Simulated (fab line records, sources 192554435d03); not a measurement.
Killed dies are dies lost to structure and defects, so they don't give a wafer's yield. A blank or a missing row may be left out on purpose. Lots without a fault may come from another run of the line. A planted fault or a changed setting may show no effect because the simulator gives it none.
Problem report in the 8D (eight disciplines) form, filled by code | flow n5_finfet | the parts of the form that need people (team, actions taken, sign-off) are left out

1. THE PROBLEM
CJ_N at N5_BEOL_M4_RC_MEAS_101 reads a mean of 5.41 on 6 wafers of 2 lots; wafers without a fault read 4.36 with a standard deviation of 0.084. That is +12 standard deviations from the usual mean.
First seen on wafer L919.1, day 12 12:07, on prober-02. The record holds 27 wafers of 9 lots with a number at this step. Rule for "out", or "out of limits": more than 4 standard deviations from the usual mean. The other wafers with a number count as sound.

2. WHAT IT IS AND WHAT IT IS NOT
question                    | is                     | is not
which readings at this step | CJ_N, IOFF_N_LONG      | DIBL_N, IOFF_N, IOFF_P, ION_P, SS_P, VT_N, VT_P
which lots                  | L919, L921             | L900, L901, L903, L904, L906, L908, L922
which wafers of those lots  | all that have a number | -
read on which gauges        | prober-01, prober-02   | -
when                        | from day 12 12:07      | up to then (18 sound wafers); but 3 sound wafers of L922 came after

3. SUSPECTS, AND WHAT RULES EACH OUT
Counting: a tool at a process step up to the reading stays a suspect if it ran every lot that is out and no sound lot after the first of them.
- the gauge at N5_BEOL_M4_RC_MEAS_101: ruled out. The wafers that are out were read on 2 gauges (prober-01, prober-02).
- implanter-02 at N5_WELL_APT_IMPLANT_32: kept. It ran every lot that is out, first L919 (day 6 09:52), and no sound lot after that; its last sound lot up to then is L904 (day 2 15:41). Its own readings are out on those wafers: dose_ions_cm2, faraday_current_uA.
- rie_diel-03 at N5_PMOS_HMC_CHANNEL_EPI_STRIP_33 (strips in N2/H2): kept. It ran every lot that is out, first L919 (day 6 11:54), and no sound lot after that; its last sound lot up to then is L901 (day 2 00:44).
Left after counting: implanter-02 at N5_WELL_APT_IMPLANT_32, rie_diel-03 at N5_PMOS_HMC_CHANNEL_EPI_STRIP_33.

4. THE CAUSE (what the simulator had put in)
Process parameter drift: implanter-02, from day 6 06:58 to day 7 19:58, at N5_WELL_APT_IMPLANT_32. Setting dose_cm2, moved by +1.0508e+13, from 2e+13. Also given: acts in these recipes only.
Counting left 2 suspects, and this tool is among them.

5. THE CHAIN OF EFFECTS, in route order
Each row: a reading whose mean over the struck wafers that have a number lies more than 3 standard deviations from the usual. Only readings for which the record gives a usual standard deviation are gone through. hours: the time from each lot's start at the first step in this table that gives one to its start at this step, as a median over the lots. sigmas: the change in usual standard deviations.
hours | step                   | reading            | usual          | on struck wafers | change      | sigmas
0     | N5_WELL_APT_IMPLANT_32 | dose_ions_cm2      | 2.0003e+13     | 3.0493e+13       | +1.0490e+13 | +99 or more
0     | N5_WELL_APT_IMPLANT_32 | faraday_current_uA | 253            | 389              | +136        | +28
153   | N5_BEOL_M4_RC_MEAS_101 | CJ_N               | 4.36           | 5.41             | +1.05       | +12
153   | N5_BEOL_M4_RC_MEAS_101 | IOFF_N_LONG        | 5.61e-05 nA/um | 6.80e-05         | +1.19e-05   | +4.9
153   | N5_BEOL_M4_RC_MEAS_101 | RS_PWELL           | 3006 ohm/sq    | 2910             | -96         | -4.0
The process steps in it:
- N5_WELL_APT_IMPLANT_32

6. WHAT WOULD HAVE CAUGHT IT SOONER
In this record the first reading out of limits at a measuring or inspecting step was taken at day 12 12:07, 149 hours after the fault began at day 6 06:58.
The tool's own readings at N5_WELL_APT_IMPLANT_32 were out on every struck wafer that the step has a row for (dose_ions_cm2, faraday_current_uA): an alarm limit on them would have fired on the first of those.
All the lots that are out (2) had begun N5_WELL_APT_IMPLANT_32 on implanter-02 by day 12 12:07. A hold on the tool at that time would have spared none of them.
